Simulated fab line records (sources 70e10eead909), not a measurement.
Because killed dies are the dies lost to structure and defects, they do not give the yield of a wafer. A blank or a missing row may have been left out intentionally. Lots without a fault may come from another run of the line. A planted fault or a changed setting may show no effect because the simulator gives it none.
Which tool did it? || flow nandHarc || 12 lots with 33 wafers sampled at 5 steps, on a route of 1302 steps

== WHAT EACH GAUGE READ, for each wafer ==
NHARC_END_SORT_01.
{"lot": "L654", "measured": "day 30 09:28", "on": "prober-02", "killedAtArray": "673 55", "killedAtOther": "2 2", "killedAtPeriphery": "2 3", "killedDies": "677 60", "killedOpen": "3 3", "killedShort": "6 3"}
{"lot": "L655", "measured": "day 30 18:04", "on": "prober-01", "killedAtArray": "667 24", "killedAtOther": "0 0", "killedAtPeriphery": "10 8", "killedDies": "677 32", "killedOpen": "4 3", "killedShort": "0 2"}
{"lot": "L657", "measured": "day 31 22:56", "on": "prober-01", "killedAtArray": "668 673", "killedAtOther": "1 0", "killedAtPeriphery": "3 4", "killedDies": "672 677", "killedOpen": "2 3", "killedShort": "4 3"}

== WHICH TOOL RAN EACH LOT (tool, then ch and the chambers of the sampled wafers, then the start) ==
{"lot": "L640", "NHARC_A_STAIRCASE_ETCH_25": "rieDiel-13 ch 0,1,3, day 15 23:53 or earlier", "NHARC_A_STAIRCASE_TRIM_26": "rieDiel-13 ch 2,3, day 15 23:53 or earlier", "NHARC_A_STAIRCASE_ETCH_188": "rieDiel-01 ch 0,3, day 15 23:53", "NHARC_A_STAIRCASE_TRIM_196": "rieDiel-13 ch 1,2,3, day 16 00:49"}
{"lot": "L641", "NHARC_A_STAIRCASE_ETCH_25": "rieDiel-03 ch 0,2, day 16 04:43 or earlier", "NHARC_A_STAIRCASE_TRIM_26": "rieDiel-03 ch 1,2,3, day 16 04:43 or earlier", "NHARC_A_STAIRCASE_ETCH_188": "rieDiel-03 ch 0,2, day 16 04:43", "NHARC_A_STAIRCASE_TRIM_196": "rieDiel-03 ch 0,2,3, day 16 05:35"}
{"lot": "L642", "NHARC_A_STAIRCASE_ETCH_25": "rieDiel-01 ch 0,3, day 16 08:44 or earlier", "NHARC_A_STAIRCASE_TRIM_26": "rieDiel-01 ch 0,3, day 16 08:44 or earlier", "NHARC_A_STAIRCASE_ETCH_188": "rieDiel-01 ch 1,2, day 16 08:44", "NHARC_A_STAIRCASE_TRIM_196": "rieDiel-01 ch 0,2, day 16 09:45"}
{"lot": "L643", "NHARC_A_STAIRCASE_ETCH_25": "rieDiel-13 ch 1,2,3, day 18 00:34 or earlier", "NHARC_A_STAIRCASE_TRIM_26": "rieDiel-13 ch 1,2,3, day 18 00:34 or earlier", "NHARC_A_STAIRCASE_ETCH_188": "rieDiel-13 ch 1,2,3, day 18 00:34", "NHARC_A_STAIRCASE_TRIM_196": "rieDiel-13 ch 1,2,3, day 18 01:40"}
{"lot": "L645", "NHARC_A_STAIRCASE_ETCH_25": "rieDiel-01 ch 0,1,3, day 18 04:26 or earlier", "NHARC_A_STAIRCASE_TRIM_26": "rieDiel-01 ch 0,1,3, day 18 04:26 or earlier", "NHARC_A_STAIRCASE_ETCH_188": "rieDiel-03 ch 1,2,3, day 18 04:26", "NHARC_A_STAIRCASE_TRIM_196": "rieDiel-01 ch 0,1, day 18 05:30"}
{"lot": "L647", "NHARC_A_STAIRCASE_ETCH_25": "rieDiel-13 ch 1,2,3, day 18 16:31 or earlier", "NHARC_A_STAIRCASE_TRIM_26": "rieDiel-13 ch 1,2, day 18 16:31 or earlier", "NHARC_A_STAIRCASE_ETCH_188": "rieDiel-03 ch 2,3, day 18 16:31", "NHARC_A_STAIRCASE_TRIM_196": "rieDiel-03 ch 0,3, day 18 17:23"}
{"lot": "L654", "NHARC_A_STAIRCASE_ETCH_25": "rieDiel-01 ch 1,3, day 21 22:33 or earlier", "NHARC_A_STAIRCASE_TRIM_26": "rieDiel-01 ch 0,1, day 21 22:33 or earlier", "NHARC_A_STAIRCASE_ETCH_188": "rieDiel-03 ch 0,1, day 21 22:33", "NHARC_A_STAIRCASE_TRIM_196": "rieDiel-13 ch 0,1, day 22 00:01"}
{"lot": "L655", "NHARC_A_STAIRCASE_ETCH_25": "rieDiel-03 ch 0,3, day 22 02:47 or earlier", "NHARC_A_STAIRCASE_TRIM_26": "rieDiel-03 ch 1,3, day 22 02:47 or earlier", "NHARC_A_STAIRCASE_ETCH_188": "rieDiel-03 ch 1,2, day 22 02:47", "NHARC_A_STAIRCASE_TRIM_196": "rieDiel-03 ch 1,2, day 22 03:40"}
{"lot": "L657", "NHARC_A_STAIRCASE_ETCH_25": "rieDiel-01 ch 0,1, day 23 04:10 or earlier", "NHARC_A_STAIRCASE_TRIM_26": "rieDiel-01 ch 1,2, day 23 04:10 or earlier", "NHARC_A_STAIRCASE_ETCH_188": "rieDiel-03 ch 1,3, day 23 04:10", "NHARC_A_STAIRCASE_TRIM_196": "rieDiel-13 ch 0,3, day 23 05:02"}
{"lot": "L662", "NHARC_A_STAIRCASE_ETCH_25": "rieDiel-13 ch 2,3, day 25 07:35 or earlier", "NHARC_A_STAIRCASE_TRIM_26": "rieDiel-13 ch 0,1,3, day 25 07:35 or earlier", "NHARC_A_STAIRCASE_ETCH_188": "rieDiel-13 ch 0,1,2, day 25 07:35", "NHARC_A_STAIRCASE_TRIM_196": "rieDiel-13 ch 2,3, day 25 08:27"}
{"lot": "L661", "NHARC_A_STAIRCASE_ETCH_25": "rieDiel-01 ch 2,3, day 25 11:45 or earlier", "NHARC_A_STAIRCASE_TRIM_26": "rieDiel-01 ch 1,2, day 25 11:45 or earlier", "NHARC_A_STAIRCASE_ETCH_188": "rieDiel-03 ch 0,3, day 25 11:45", "NHARC_A_STAIRCASE_TRIM_196": "rieDiel-13 ch 0,2,3, day 25 12:41"}
{"lot": "L663", "NHARC_A_STAIRCASE_ETCH_25": "rieDiel-13 ch 0,2, day 25 21:25 or earlier", "NHARC_A_STAIRCASE_TRIM_26": "rieDiel-13 ch 0,2,3, day 25 21:25 or earlier", "NHARC_A_STAIRCASE_ETCH_188": "rieDiel-13 ch 0,2, day 25 21:25", "NHARC_A_STAIRCASE_TRIM_196": "rieDiel-01 ch 0,2,3, day 25 22:18"}
- NHARC_A_STAIRCASE_ETCH_25: etches the open film in C4F8/O2, target depth 100 nm, time 40.5 s.
- NHARC_A_STAIRCASE_TRIM_26: chemistry O2, time 211.2 s.
- NHARC_A_STAIRCASE_ETCH_188: etches the open film in C4F8/O2, target depth 100 nm, time 40.5 s.
- NHARC_A_STAIRCASE_TRIM_196: chemistry O2, time 211.2 s.

== AS READ BY THE TOOLS THEMSELVES (means over the sampled wafers that have a number; for cases with no such wafer, the mark the record gives instead) ==
NHARC_A_STAIRCASE_ETCH_25.
{"lot": "L640", "tool": "rieDiel-13", "oesProductAu (a.u.)": 0.947, "rfFwdPowerW (W)": 592, "rfVppV (V)": 897}
{"lot": "L641", "tool": "rieDiel-03", "oesProductAu (a.u.)": 0.943, "rfFwdPowerW (W)": 591, "rfVppV (V)": 888}
{"lot": "L642", "tool": "rieDiel-01", "oesProductAu (a.u.)": 0.937, "rfFwdPowerW (W)": 587, "rfVppV (V)": 896}
{"lot": "L643", "tool": "rieDiel-13", "oesProductAu (a.u.)": 0.951, "rfFwdPowerW (W)": 591, "rfVppV (V)": 897}
{"lot": "L645", "tool": "rieDiel-01", "oesProductAu (a.u.)": 0.941, "rfFwdPowerW (W)": 592, "rfVppV (V)": 895}
{"lot": "L647", "tool": "rieDiel-13", "oesProductAu (a.u.)": 0.941, "rfFwdPowerW (W)": 592, "rfVppV (V)": 896}
{"lot": "L654", "tool": "rieDiel-01", "oesProductAu (a.u.)": 0.929, "rfFwdPowerW (W)": 594, "rfVppV (V)": 893}
{"lot": "L655", "tool": "rieDiel-03", "oesProductAu (a.u.)": 0.948, "rfFwdPowerW (W)": 592, "rfVppV (V)": 898}
{"lot": "L657", "tool": "rieDiel-01", "oesProductAu (a.u.)": 0.948, "rfFwdPowerW (W)": 590, "rfVppV (V)": 898}
{"lot": "L662", "tool": "rieDiel-13", "oesProductAu (a.u.)": 0.939, "rfFwdPowerW (W)": 593, "rfVppV (V)": 893}
{"lot": "L661", "tool": "rieDiel-01", "oesProductAu (a.u.)": 0.967, "rfFwdPowerW (W)": 587, "rfVppV (V)": 892}
{"lot": "L663", "tool": "rieDiel-13", "oesProductAu (a.u.)": 0.944, "rfFwdPowerW (W)": 593, "rfVppV (V)": 901}

NHARC_A_STAIRCASE_TRIM_26.
{"lot": "L640", "tool": "rieDiel-13", "drypumpMotorCurrentA (A)": 5.4, "oesProductAu (a.u.)": 0.997, "rfVppV (V)": 56.8, "showerheadPlenumPTorr (Torr)": 3.49, "throttleValvePct (%)": 17.033}
{"lot": "L641", "tool": "rieDiel-03", "drypumpMotorCurrentA (A)": 5.8, "oesProductAu (a.u.)": 1.015, "rfVppV (V)": 57.5, "showerheadPlenumPTorr (Torr)": 3.44, "throttleValvePct (%)": 17.028}
{"lot": "L642", "tool": "rieDiel-01", "drypumpMotorCurrentA (A)": 6.2, "oesProductAu (a.u.)": 0.989, "rfVppV (V)": 57.9, "showerheadPlenumPTorr (Torr)": 3.42, "throttleValvePct (%)": 17.037}
{"lot": "L643", "tool": "rieDiel-13", "drypumpMotorCurrentA (A)": 5.6, "oesProductAu (a.u.)": 1.006, "rfVppV (V)": 58.2, "showerheadPlenumPTorr (Torr)": 3.58, "throttleValvePct (%)": 17.036}
{"lot": "L645", "tool": "rieDiel-01", "drypumpMotorCurrentA (A)": 6.0, "oesProductAu (a.u.)": 0.990, "rfVppV (V)": 57.7, "showerheadPlenumPTorr (Torr)": 3.51, "throttleValvePct (%)": 17.033}
{"lot": "L647", "tool": "rieDiel-13", "drypumpMotorCurrentA (A)": 5.7, "oesProductAu (a.u.)": 0.994, "rfVppV (V)": 58.6, "showerheadPlenumPTorr (Torr)": 3.68, "throttleValvePct (%)": 17.029}
{"lot": "L654", "tool": "rieDiel-01", "drypumpMotorCurrentA (A)": 5.8, "oesProductAu (a.u.)": 0.998, "rfVppV (V)": 58.0, "showerheadPlenumPTorr (Torr)": 3.58, "throttleValvePct (%)": 17.034}
{"lot": "L655", "tool": "rieDiel-03", "drypumpMotorCurrentA (A)": 5.6, "oesProductAu (a.u.)": 0.996, "rfVppV (V)": 57.5, "showerheadPlenumPTorr (Torr)": 3.45, "throttleValvePct (%)": 17.037}
{"lot": "L657", "tool": "rieDiel-01", "drypumpMotorCurrentA (A)": 5.8, "oesProductAu (a.u.)": 1.002, "rfVppV (V)": 57.2, "showerheadPlenumPTorr (Torr)": 3.54, "throttleValvePct (%)": 17.037}
{"lot": "L662", "tool": "rieDiel-13", "drypumpMotorCurrentA (A)": 5.5, "oesProductAu (a.u.)": 0.998, "rfVppV (V)": 57.4, "showerheadPlenumPTorr (Torr)": 3.51, "throttleValvePct (%)": 17.043}
{"lot": "L661", "tool": "rieDiel-01", "drypumpMotorCurrentA (A)": 5.9, "oesProductAu (a.u.)": 1.015, "rfVppV (V)": 58.3, "showerheadPlenumPTorr (Torr)": 3.50, "throttleValvePct (%)": 17.037}
{"lot": "L663", "tool": "rieDiel-13", "drypumpMotorCurrentA (A)": 5.7, "oesProductAu (a.u.)": 0.992, "rfVppV (V)": 58.1, "showerheadPlenumPTorr (Torr)": 3.53, "throttleValvePct (%)": 17.037}

NHARC_A_STAIRCASE_ETCH_188.
{"lot": "L640", "tool": "rieDiel-01", "oesProductAu (a.u.)": 0.948, "rfFwdPowerW (W)": 587.0, "rfVppV (V)": 895}
{"lot": "L641", "tool": "rieDiel-03", "oesProductAu (a.u.)": 0.954, "rfFwdPowerW (W)": 590.1, "rfVppV (V)": 888}
{"lot": "L642", "tool": "rieDiel-01", "oesProductAu (a.u.)": 0.941, "rfFwdPowerW (W)": 588.1, "rfVppV (V)": 896}
{"lot": "L643", "tool": "rieDiel-13", "oesProductAu (a.u.)": 0.947, "rfFwdPowerW (W)": 592.1, "rfVppV (V)": 897}
{"lot": "L645", "tool": "rieDiel-03", "oesProductAu (a.u.)": 0.940, "rfFwdPowerW (W)": 594.2, "rfVppV (V)": 893}
{"lot": "L647", "tool": "rieDiel-03", "oesProductAu (a.u.)": 0.956, "rfFwdPowerW (W)": 594.4, "rfVppV (V)": 890}
{"lot": "L654", "tool": "rieDiel-03", "oesProductAu (a.u.)": 1.014, "rfFwdPowerW (W)": 593.7, "rfVppV (V)": 900}
{"lot": "L655", "tool": "rieDiel-03", "oesProductAu (a.u.)": 1.029, "rfFwdPowerW (W)": 589.1, "rfVppV (V)": 892}
{"lot": "L657", "tool": "rieDiel-03", "oesProductAu (a.u.)": 1.128, "rfFwdPowerW (W)": 594.7, "rfVppV (V)": 892}
{"lot": "L662", "tool": "rieDiel-13", "oesProductAu (a.u.)": 0.936, "rfFwdPowerW (W)": 590.6, "rfVppV (V)": 900}
{"lot": "L661", "tool": "rieDiel-03", "oesProductAu (a.u.)": 0.943, "rfFwdPowerW (W)": 593.8, "rfVppV (V)": 899}
{"lot": "L663", "tool": "rieDiel-13", "oesProductAu (a.u.)": 0.942, "rfFwdPowerW (W)": 592.2, "rfVppV (V)": 899}

NHARC_A_STAIRCASE_TRIM_196.
{"lot": "L640", "tool": "rieDiel-13", "drypumpMotorCurrentA (A)": 5.6, "oesProductAu (a.u.)": 0.989, "rfVppV (V)": 57.1, "showerheadPlenumPTorr (Torr)": 3.59, "throttleValvePct (%)": 17.040}
{"lot": "L641", "tool": "rieDiel-03", "drypumpMotorCurrentA (A)": 5.9, "oesProductAu (a.u.)": 1.008, "rfVppV (V)": 57.2, "showerheadPlenumPTorr (Torr)": 3.35, "throttleValvePct (%)": 17.033}
{"lot": "L642", "tool": "rieDiel-01", "drypumpMotorCurrentA (A)": 5.9, "oesProductAu (a.u.)": 1.003, "rfVppV (V)": 58.3, "showerheadPlenumPTorr (Torr)": 3.51, "throttleValvePct (%)": 17.035}
{"lot": "L643", "tool": "rieDiel-13", "drypumpMotorCurrentA (A)": 5.6, "oesProductAu (a.u.)": 1.003, "rfVppV (V)": 57.7, "showerheadPlenumPTorr (Torr)": 3.58, "throttleValvePct (%)": 17.030}
{"lot": "L645", "tool": "rieDiel-01", "drypumpMotorCurrentA (A)": 5.8, "oesProductAu (a.u.)": 0.991, "rfVppV (V)": 57.6, "showerheadPlenumPTorr (Torr)": 3.59, "throttleValvePct (%)": 17.038}
{"lot": "L647", "tool": "rieDiel-03", "drypumpMotorCurrentA (A)": 5.9, "oesProductAu (a.u.)": 1.010, "rfVppV (V)": 57.1, "showerheadPlenumPTorr (Torr)": 3.31, "throttleValvePct (%)": 17.039}
{"lot": "L654", "tool": "rieDiel-13", "drypumpMotorCurrentA (A)": 5.8, "oesProductAu (a.u.)": 0.985, "rfVppV (V)": 58.4, "showerheadPlenumPTorr (Torr)": 3.62, "throttleValvePct (%)": 17.040}
{"lot": "L655", "tool": "rieDiel-03", "drypumpMotorCurrentA (A)": 6.0, "oesProductAu (a.u.)": 1.006, "rfVppV (V)": 57.9, "showerheadPlenumPTorr (Torr)": 3.44, "throttleValvePct (%)": 17.032}
{"lot": "L657", "tool": "rieDiel-13", "drypumpMotorCurrentA (A)": 5.5, "oesProductAu (a.u.)": 0.988, "rfVppV (V)": 57.8, "showerheadPlenumPTorr (Torr)": 3.46, "throttleValvePct (%)": 17.038}
{"lot": "L662", "tool": "rieDiel-13", "drypumpMotorCurrentA (A)": 5.4, "oesProductAu (a.u.)": 0.997, "rfVppV (V)": 57.3, "showerheadPlenumPTorr (Torr)": 3.45, "throttleValvePct (%)": 17.030}
{"lot": "L661", "tool": "rieDiel-13", "drypumpMotorCurrentA (A)": 5.7, "oesProductAu (a.u.)": 0.990, "rfVppV (V)": 58.3, "showerheadPlenumPTorr (Torr)": 3.54, "throttleValvePct (%)": 17.041}
{"lot": "L663", "tool": "rieDiel-01", "drypumpMotorCurrentA (A)": 6.1, "oesProductAu (a.u.)": 1.002, "rfVppV (V)": 57.7, "showerheadPlenumPTorr (Torr)": 3.43, "throttleValvePct (%)": 17.038}

== THE ANSWER, worked out from the rows above alone ==
Rule: what is usual is taken from the lots themselves. The widest of any qualifying gaps counts: lots, ordered by their means at a reading, are off when they make up no more than a third of the lots, leave a main group of 4 or more, and stand apart from it by 3 or more times the standard deviation of that group's means. Not used: any main group whose means are identical at the precision the tables above print for the reading. A lot without any number at a reading at which 4 lots or more have one is off too. Any other lot the step has rows for is counted as sound. First the gauges in route order, then the tools' own readings, where a lot's mean is used as printed above. At the first step where some lot is off, the reading lying furthest off is the one used; lots without a number count as furthest.
Off: L654, L655, L657, at NHARC_A_STAIRCASE_ETCH_188 (oesProductAu). For the main group the mean is 0.945 a.u. and the standard deviation 0.0062.
A tool fits if, at that step or a process step before it, it ran every lot that is off, and no sound lot after the first of them. NHARC_A_STAIRCASE_ETCH_25 gives no start for some lots, so the hours and the order of its lots are those of NHARC_A_STAIRCASE_ETCH_188. NHARC_A_STAIRCASE_TRIM_26 gives no start for some lots, so the hours and the order of its lots are those of NHARC_A_STAIRCASE_ETCH_188. Not one of the candidates tried fits.

== WHAT WAS PUT IN BY THE SIMULATOR ==
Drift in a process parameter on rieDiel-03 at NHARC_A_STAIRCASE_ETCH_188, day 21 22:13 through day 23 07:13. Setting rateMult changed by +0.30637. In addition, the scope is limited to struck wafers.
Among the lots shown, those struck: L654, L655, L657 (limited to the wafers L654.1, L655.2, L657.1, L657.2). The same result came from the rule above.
